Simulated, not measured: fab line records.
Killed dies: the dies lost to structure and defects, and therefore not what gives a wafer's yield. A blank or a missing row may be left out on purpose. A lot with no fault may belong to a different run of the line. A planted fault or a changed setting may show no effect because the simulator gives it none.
Code-filled problem report in 8D (eight disciplines) form / flow n5_finfet / the parts of the form that need people (team, actions taken, sign-off) are left out

## 1. PROBLEM STATEMENT
N5_BEOL_M11_ETCH_41, run_length_s: mean 105.2 s over 1 wafer from 1 lot; wafers with no fault: 109.3 s, standard deviation 0.45. That is -9.1 standard deviations from the usual mean.
The step: etches SiCN in CH3F/O2, target depth 42.6 nm, time 86 s.
First observed at day 13 05:47: wafer L718.5, on rie_diel-04. The record has a number at this step for 15 wafers belonging to 5 lots. The rule behind "out" and "out of limits": a value lying over 4 standard deviations away from the usual mean. All remaining wafers that have a number are taken as sound.

## 2. WHAT IT IS, AND WHAT IT ISN'T
question=which readings at this step | is=run_length_s | is not=drypump_motor_current_A, oes_product_au, rf_vpp_V, showerhead_plenum_p_Torr, throttle_valve_pct
question=which lots | is=L718 | is not=L708, L721, L722, L731
question=which wafers of those lots | is=L718.5 | is not=L718.2, L718.6
question=read on which tools | is=rie_diel-04 | is not=rie_diel-05
question=when | is=from day 13 05:47 | is not=up to then (5 sound wafers); but 9 sound wafers of L721, L722, L731 came after

## 3. WHAT RULES OUT EACH SUSPECT
Counting: a tool at a process step up to the reading stays a suspect if it ran every lot that is out. Sound lots after the first of them don't rule it out here, since some wafers of a struck lot are sound.
- rie_diel-04 at N5_BEOL_M11_DESCUM_33 (chemistry O2, time 7.9 s): kept. It ran the lot that is out, L718 (day 13 05:26).
- rie_diel-04 at N5_BEOL_M11_ETCH_65 (etches SiARC in CF4, target depth 39 nm, time 65 s): kept. It ran the lot that is out, L718 (day 13 05:28).
- rie_diel-04 at N5_BEOL_M11_ETCH_66 (etches SOC in N2/H2, target depth 120 nm, overetch 24 nm, time 180 s): kept. It ran the lot that is out, L718 (day 13 05:31).
- rie_diel-04 at N5_BEOL_M11_VIA_ETCH_34 (etches SiCOH lowk in C4F6/O2, target depth 184.5 nm, time 69.2 s): kept. It ran the lot that is out, L718 (day 13 05:38).
- rie_diel-04 at N5_BEOL_M11_ETCH_41 (etches SiCN in CH3F/O2, target depth 42.6 nm, time 86 s): kept. It ran the lot that is out, L718 (day 13 05:47). Its own readings are out on those wafers: run_length_s.
- Within rie_diel-04 at N5_BEOL_M11_DESCUM_33: the wafers that are out ran in chamber 2; their sound lot-mates ran in chamber 1.
- Within rie_diel-04 at N5_BEOL_M11_ETCH_65: the wafers that are out ran in chamber 2; their sound lot-mates ran in chamber 1.
- Within rie_diel-04 at N5_BEOL_M11_ETCH_66: the wafers that are out ran in chamber 2; their sound lot-mates ran in chamber 1.
- Within rie_diel-04 at N5_BEOL_M11_VIA_ETCH_34: the wafers that are out ran in chamber 2; their sound lot-mates ran in chamber 1.
- Within rie_diel-04 at N5_BEOL_M11_ETCH_41: the wafers that are out ran in chamber 2; their sound lot-mates ran in chamber 1.
Left after counting: rie_diel-04 at N5_BEOL_M11_DESCUM_33, rie_diel-04 at N5_BEOL_M11_ETCH_65, rie_diel-04 at N5_BEOL_M11_ETCH_66, rie_diel-04 at N5_BEOL_M11_VIA_ETCH_34, rie_diel-04 at N5_BEOL_M11_ETCH_41.

## 4. THE CAUSE (what the simulator had put in)
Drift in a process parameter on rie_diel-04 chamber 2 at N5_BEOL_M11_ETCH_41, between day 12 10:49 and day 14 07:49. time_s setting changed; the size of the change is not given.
Of the 5 suspects that counting leaves, this tool is one.

## 5. THE EFFECT CHAIN, in route order
Each row: a reading where the mean over the struck wafers with a number is more than 3 standard deviations away from the usual. Scope: only readings with a usual standard deviation given in the record; hours: median across lots of the time from each lot's start at the first step in this table that gives one to its start at this step; sigmas: change in usual standard deviations.
hours=0; step=N5_BEOL_M11_ETCH_41; reading=run_length_s; usual=109.3 s; on struck wafers=105.2; change=-4.1; sigmas=-9.1
Here are the process steps it includes:
- N5_BEOL_M11_ETCH_41: etches SiCN in CH3F/O2, target depth 42.6 nm, time 86 s.

## 6. WHAT WOULD HAVE CAUGHT IT SOONER
First out-of-limits reading in this record: day 13 05:47, which is 19 hours after fault onset at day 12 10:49.
